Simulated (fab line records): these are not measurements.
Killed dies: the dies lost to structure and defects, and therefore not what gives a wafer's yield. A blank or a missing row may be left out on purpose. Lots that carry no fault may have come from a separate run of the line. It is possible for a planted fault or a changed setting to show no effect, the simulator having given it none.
Chamber matching / flow n5-finfet / N5_GATE_CUT_CMP_43 on cmp-03 has 4 sister chambers
The step polishes SiO2. 4 wafers are shown with their chamber, then 9 later ones without.

== EACH WAFER AND ITS CHAMBER ==
wafer=L080.1; chamber=1; motor-current-A (A)=11.8
wafer=L083.1; chamber=0; motor-current-A (A)=11.0
wafer=L083.2; chamber=3; motor-current-A (A)=13.2
wafer=L083.4; chamber=2; motor-current-A (A)=11.2

== WAFERS WITH NO CHAMBER GIVEN ==
wafer=L086.1; motor-current-A (A)=10.7
wafer=L086.2; motor-current-A (A)=11.5
wafer=L086.4; motor-current-A (A)=13.3
wafer=L087.2; motor-current-A (A)=10.4
wafer=L087.5; motor-current-A (A)=12.7
wafer=L087.6; motor-current-A (A)=11.3
wafer=L097.1; motor-current-A (A)=10.3
wafer=L097.4; motor-current-A (A)=12.7
wafer=L097.5; motor-current-A (A)=11.3

== THE CHAMBER EACH PASSED THROUGH ==
wafer=L086.1; from the rows above=can't be placed: 0 or 2 or 1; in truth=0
wafer=L086.2; from the rows above=can't be placed: 1 or 2 or 0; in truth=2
wafer=L086.4; from the rows above=3; in truth=3
wafer=L087.2; from the rows above=can't be placed: 0 or 2 or 1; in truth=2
wafer=L087.5; from the rows above=can't be placed: 3 or 1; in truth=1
wafer=L087.6; from the rows above=can't be placed: 2 or 0 or 1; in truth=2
wafer=L097.1; from the rows above=can't be placed: 0 or 2 or 1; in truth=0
wafer=L097.4; from the rows above=can't be placed: 3 or 1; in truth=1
wafer=L097.5; from the rows above=can't be placed: 2 or 0 or 1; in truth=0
Correct placement for 1 of the 9. Unplaceable from these rows: 8, with the true chamber sitting among the candidates in 8. Wrongly placed: 0.
How it was worked out, from the rows above alone: a wafer's distance from a chamber is the root of the sum, over the readings, of the square of ((its reading less the chamber's mean) divided by the reading's scatter). If the next closest chamber is less than 2 further off than the closest, the wafer can't be placed; otherwise it belongs to the closest. The mean given for a chamber averages the wafers shown for that chamber. The scatter: with one shown wafer a chamber, the root of the mean of the squares of how far each hidden wafer lies from its nearest shown one.
